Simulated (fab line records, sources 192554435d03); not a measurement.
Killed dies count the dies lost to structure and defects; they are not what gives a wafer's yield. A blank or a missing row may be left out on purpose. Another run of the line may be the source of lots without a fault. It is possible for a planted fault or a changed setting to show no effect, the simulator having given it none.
Chamber matching | flow n5_finfet | N5_BEOL_M6_ETCH_66 on rie_diel-04: 4 sister chambers
The step etches SOC in N2/H2, target depth 80 nm, overetch 16 nm, time 120 s. 8 wafers are shown with their chamber, then 8 later ones without.

WAFERS PAIRED WITH THEIR CHAMBERS
wafer  | chamber | showerhead_plenum_p_Torr (Torr) | drypump_motor_current_A (A)
L084.2 | 1       | 2.73                            | 5.6
L088.2 | 0       | 2.58                            | 6.1
L088.5 | 2       | 2.57                            | 5.7
L088.6 | 3       | 2.61                            | 5.0
L087.1 | 1       | 2.72                            | 5.6
L087.2 | 2       | 2.57                            | 5.7
L087.4 | 3       | 2.61                            | 5.0
L089.1 | 0       | 2.58                            | 6.0

WAFERS WITHOUT THEIR CHAMBER
wafer  | showerhead_plenum_p_Torr (Torr) | drypump_motor_current_A (A)
L089.4 | 2.72                            | 5.6
L089.6 | 2.72                            | 5.6
L091.2 | 2.58                            | 6.0
L091.4 | 2.56                            | 5.7
L091.6 | 2.60                            | 5.1
L095.1 | 2.71                            | 5.6
L095.2 | 2.56                            | 5.7
L095.5 | 2.60                            | 5.1

THE CHAMBER EACH PASSED THROUGH
wafer  | from the rows above | in truth
L089.4 | 1                   | 1
L089.6 | 1                   | 1
L091.2 | 0                   | 0
L091.4 | 2                   | 2
L091.6 | 3                   | 3
L095.1 | 1                   | 1
L095.2 | 2                   | 2
L095.5 | 3                   | 3
Correct placement for 8 of the 8. Not placeable from these rows: 0. Wrongly placed: 0.
How it was worked out, from the rows above alone: a wafer's distance from a chamber is the root of the sum, over the readings, of the square of ((its reading less the chamber's mean) divided by the reading's scatter). The wafer belongs to the nearest chamber; if the next one is less than 2 further off, it can't be placed. Each chamber's mean is taken over the wafers shown for it. The scatter: take each reading less its chamber's mean, square it, sum over the shown wafers, divide by the number of wafers less the number of chambers, and take the root.
